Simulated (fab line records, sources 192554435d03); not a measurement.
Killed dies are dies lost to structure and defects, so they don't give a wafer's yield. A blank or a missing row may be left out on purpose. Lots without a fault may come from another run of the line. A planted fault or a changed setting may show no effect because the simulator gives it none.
Chamber matching | flow n5_finfet | N5_FIN_SAQP_MANDREL_ETCH_58 on rie_si-06: 3 sister chambers
The step etches a-Si in HBr/Cl2, stops on SiNx, target depth 45 nm, bt time 10 s, time 27 s. 16 wafers are shown with their chamber, then 7 later ones without.

WAFERS WITH THEIR CHAMBER
wafer  | chamber | drypump_motor_current_A (A) | oes_product_au (a.u.) | HBr_flow_sccm (sccm)
L077.3 | 2       | 6.2                         | 0.710                 | 150.7
L077.4 | 1       | 5.7                         | 0.696                 | 150.3
L077.5 | 2       | 6.2                         | 0.724                 | 150.7
L079.1 | 0       | 5.9                         | 0.712                 | 149.7
L079.3 | 2       | 6.3                         | 0.718                 | 149.7
L079.6 | 1       | 5.7                         | 0.705                 | 150.3
L080.1 | 1       | 5.7                         | 0.685                 | 149.7
L080.2 | 0       | 5.9                         | 0.711                 | 149.9
L080.6 | 0       | 5.9                         | 0.715                 | 150.3
L082.2 | 1       | 5.7                         | 0.684                 | 149.4
L082.4 | 1       | 5.7                         | 0.694                 | 149.9
L082.5 | 2       | 6.3                         | 0.711                 | 149.8
L087.3 | 2       | 6.2                         | 0.713                 | 150.9
L087.4 | 2       | 6.2                         | 0.721                 | 150.5
L087.6 | 0       | 5.9                         | 0.718                 | 149.2
L089.1 | 1       | 5.7                         | 0.693                 | 150.9

SIGNATURES (means of the wafers above)
reading                 | chamber 0 | chamber 1 | chamber 2 | scatter within a chamber
drypump_motor_current_A | 5.900     | 5.700     | 6.233     | 0.032
oes_product_au          | 0.71400   | 0.69283   | 0.71617   | 0.00615
HBr_flow_sccm           | 149.775   | 150.083   | 150.383   | 0.506
Rule: a wafer's distance from a chamber is the root of the sum, over the readings, of the square of ((its reading less the chamber's mean) divided by the reading's scatter). The wafer belongs to the nearest chamber; if the next one is less than 2 further off, it can't be placed. The scatter: the root of (the sum of the squares of (reading less its chamber's mean) over the shown wafers, divided by (wafers less chambers)).

WAFERS WITHOUT THEIR CHAMBER
wafer  | drypump_motor_current_A (A) | oes_product_au (a.u.) | HBr_flow_sccm (sccm)
L089.2 | 5.9                         | 0.699                 | 150.1
L089.6 | 5.9                         | 0.703                 | 149.3
L090.1 | 5.7                         | 0.670                 | 150.2
L090.2 | 6.3                         | 0.695                 | 149.5
L090.4 | 6.3                         | 0.718                 | 150.4
L092.3 | 5.7                         | 0.701                 | 149.6
L092.4 | 5.9                         | 0.721                 | 150.9

WHICH CHAMBER EACH WENT THROUGH
wafer  | from the rows above | in truth
L089.2 | 0                   | 0
L089.6 | 0                   | 0
L090.1 | 1                   | 1
L090.2 | 2                   | 2
L090.4 | 2                   | 2
L092.3 | 1                   | 1
L092.4 | 0                   | 0
Placed correctly: 7 of 7. Can't be placed from these rows: 0. Placed wrongly: 0.
